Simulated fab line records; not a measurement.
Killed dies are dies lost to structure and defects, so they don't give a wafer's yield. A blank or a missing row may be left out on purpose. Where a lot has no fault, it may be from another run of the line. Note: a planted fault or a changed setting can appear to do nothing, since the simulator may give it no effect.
Matching of chambers :: flow n5Finfet :: N5_BEOL_M3_CMP_52 on cmp-03 has 4 sister chambers
The step polishes, stops on SiOC, t overpolish 6.8 s, target thk 40 nm. 16 wafers are shown with their chamber, then 8 later ones without.

## WAFERS PAIRED WITH THEIR CHAMBERS
wafer: L074.1
chamber: 1
motorCurrentA (A): 4.9
barrierFieldEndpointS (s): 23.1
timeToEndpointS (s): 54

wafer: L074.4
chamber: 0
motorCurrentA (A): 6.6
barrierFieldEndpointS (s): 24.2
timeToEndpointS (s): 58

wafer: L074.6
chamber: 1
motorCurrentA (A): 4.9
barrierFieldEndpointS (s): 23.6
timeToEndpointS (s): 57

wafer: L075.2
chamber: 1
motorCurrentA (A): 5.1
barrierFieldEndpointS (s): 23.7
timeToEndpointS (s): 59

wafer: L075.3
chamber: 2
motorCurrentA (A): 7.0
barrierFieldEndpointS (s): 24.8
timeToEndpointS (s): 65

wafer: L075.6
chamber: 1
motorCurrentA (A): 5.4
barrierFieldEndpointS (s): 23.7
timeToEndpointS (s): 58

wafer: L080.1
chamber: 2
motorCurrentA (A): 7.1
barrierFieldEndpointS (s): 25.2
timeToEndpointS (s): 66

wafer: L080.3
chamber: 3
motorCurrentA (A): 6.2
barrierFieldEndpointS (s): 25.0
timeToEndpointS (s): 64

wafer: L080.5
chamber: 3
motorCurrentA (A): 6.2
barrierFieldEndpointS (s): 25.4
timeToEndpointS (s): 66

wafer: L085.1
chamber: 2
motorCurrentA (A): 7.4
barrierFieldEndpointS (s): 25.3
timeToEndpointS (s): 68

wafer: L085.3
chamber: 0
motorCurrentA (A): 6.6
barrierFieldEndpointS (s): 24.5
timeToEndpointS (s): 61

wafer: L085.5
chamber: 0
motorCurrentA (A): 6.5
barrierFieldEndpointS (s): 23.8
timeToEndpointS (s): 62

wafer: L088.1
chamber: 2
motorCurrentA (A): 7.1
barrierFieldEndpointS (s): 24.7
timeToEndpointS (s): 67

wafer: L088.4
chamber: 3
motorCurrentA (A): 6.5
barrierFieldEndpointS (s): 25.9
timeToEndpointS (s): 69

wafer: L088.5
chamber: 1
motorCurrentA (A): 5.3
barrierFieldEndpointS (s): 24.7
timeToEndpointS (s): 64

wafer: L094.2
chamber: 1
motorCurrentA (A): 4.9
barrierFieldEndpointS (s): 24.4
timeToEndpointS (s): 63

SIGNATURES, as means of the wafers listed above
reading: motorCurrentA
chamber 0: 6.567
chamber 1: 5.083
chamber 2: 7.150
chamber 3: 6.300
scatter within a chamber: 0.184

reading: barrierFieldEndpointS
chamber 0: 24.167
chamber 1: 23.867
chamber 2: 25.000
chamber 3: 25.433
scatter within a chamber: 0.466

reading: timeToEndpointS
chamber 0: 60.33
chamber 1: 59.17
chamber 2: 66.50
chamber 3: 66.33
scatter within a chamber: 2.85
Rule: for each reading, subtract the chamber's mean from the wafer's reading, divide by that reading's scatter and square the result; add these up over the readings and take the root, which gives the wafer's distance from the chamber. The wafer belongs to the nearest chamber; if the next one is less than 2 further off, it can't be placed. The scatter is the square root of a quotient: the sum, over the shown wafers, of each reading's squared deviation from its chamber's mean, divided by wafers minus chambers.

## WAFERS MISSING THEIR CHAMBER
wafer: L094.3
motorCurrentA (A): 6.9
barrierFieldEndpointS (s): 23.2
timeToEndpointS (s): 60

wafer: L094.6
motorCurrentA (A): 6.5
barrierFieldEndpointS (s): 25.3
timeToEndpointS (s): 66

wafer: L097.2
motorCurrentA (A): 6.5
barrierFieldEndpointS (s): 25.2
timeToEndpointS (s): 69

wafer: L097.3
motorCurrentA (A): 7.0
barrierFieldEndpointS (s): 25.5
timeToEndpointS (s): 70

wafer: L097.6
motorCurrentA (A): 7.3
barrierFieldEndpointS (s): 25.1
timeToEndpointS (s): 67

wafer: L096.4
motorCurrentA (A): 5.2
barrierFieldEndpointS (s): 25.0
timeToEndpointS (s): 62

wafer: L096.5
motorCurrentA (A): 5.2
barrierFieldEndpointS (s): 24.2
timeToEndpointS (s): 61

wafer: L096.6
motorCurrentA (A): 6.9
barrierFieldEndpointS (s): 26.1
timeToEndpointS (s): 67

## WHICH CHAMBER EACH WENT THROUGH
wafer: L094.3
from the rows above: can't be placed: 0 or 2
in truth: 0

wafer: L094.6
from the rows above: 3
in truth: 3

wafer: L097.2
from the rows above: 3
in truth: 3

wafer: L097.3
from the rows above: 2
in truth: 2

wafer: L097.6
from the rows above: 2
in truth: 2

wafer: L096.4
from the rows above: 1
in truth: 1

wafer: L096.5
from the rows above: 1
in truth: 1

wafer: L096.6
from the rows above: can't be placed: 2 or 3
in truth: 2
6 of 8 placed correctly. Not placeable from these rows: 2 (in 2, the candidates include the true chamber). Wrongly placed: 0.
